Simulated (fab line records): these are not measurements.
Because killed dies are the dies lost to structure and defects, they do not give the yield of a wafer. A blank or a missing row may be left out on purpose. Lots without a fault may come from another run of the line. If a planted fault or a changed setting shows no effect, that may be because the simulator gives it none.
Chamber matching :: flow n5 finfet :: N5_FIN_SAQP_PECVD_47 on pecvd-03 has 3 sister chambers
The step deposits a-Si from SiH4/He, target thk 45 nm, time 36.3 s. 6 wafers are shown with their chamber, then 8 later ones without.

== WAFERS PAIRED WITH THEIR CHAMBERS ==
wafer: L087.5
chamber: 0
throttle valve pct (%): 18.8
showerhead plenum p Torr (Torr): 5.71

wafer: L088.5
chamber: 2
throttle valve pct (%): 16.8
showerhead plenum p Torr (Torr): 5.61

wafer: L090.1
chamber: 0
throttle valve pct (%): 18.9
showerhead plenum p Torr (Torr): 5.68

wafer: L090.2
chamber: 1
throttle valve pct (%): 20.1
showerhead plenum p Torr (Torr): 5.70

wafer: L090.3
chamber: 2
throttle valve pct (%): 16.8
showerhead plenum p Torr (Torr): 5.61

wafer: L092.4
chamber: 1
throttle valve pct (%): 20.0
showerhead plenum p Torr (Torr): 5.69

== WAFERS MISSING THEIR CHAMBER ==
wafer: L092.5
throttle valve pct (%): 18.8
showerhead plenum p Torr (Torr): 5.70

wafer: L092.6
throttle valve pct (%): 17.1
showerhead plenum p Torr (Torr): 5.60

wafer: L093.1
throttle valve pct (%): 17.2
showerhead plenum p Torr (Torr): 5.60

wafer: L093.4
throttle valve pct (%): 16.7
showerhead plenum p Torr (Torr): 5.61

wafer: L093.6
throttle valve pct (%): 19.8
showerhead plenum p Torr (Torr): 5.69

wafer: L097.1
throttle valve pct (%): 16.7
showerhead plenum p Torr (Torr): 5.62

wafer: L097.3
throttle valve pct (%): 20.1
showerhead plenum p Torr (Torr): 5.69

wafer: L097.6
throttle valve pct (%): 19.9
showerhead plenum p Torr (Torr): 5.68

== THE CHAMBER EACH PASSED THROUGH ==
wafer: L092.5
from the rows above: 0
in truth: 0

wafer: L092.6
from the rows above: 2
in truth: 2

wafer: L093.1
from the rows above: 2
in truth: 2

wafer: L093.4
from the rows above: 2
in truth: 2

wafer: L093.6
from the rows above: 1
in truth: 1

wafer: L097.1
from the rows above: 2
in truth: 2

wafer: L097.3
from the rows above: 1
in truth: 1

wafer: L097.6
from the rows above: 1
in truth: 1
Placed correctly: 8 of 8. Not placeable from these rows: 0. Number placed wrongly: 0.
How it was worked out, from the rows above alone: a wafer's distance from a chamber is the root of the sum, over the readings, of the square of ((its reading less the chamber's mean) divided by the reading's scatter). The wafer belongs to the nearest chamber; if the next one is less than 2 further off, it can't be placed. Each chamber's mean is taken over the wafers shown for it. The scatter: the root of (the sum of the squares of (reading less its chamber's mean) over the shown wafers, divided by (wafers less chambers)).
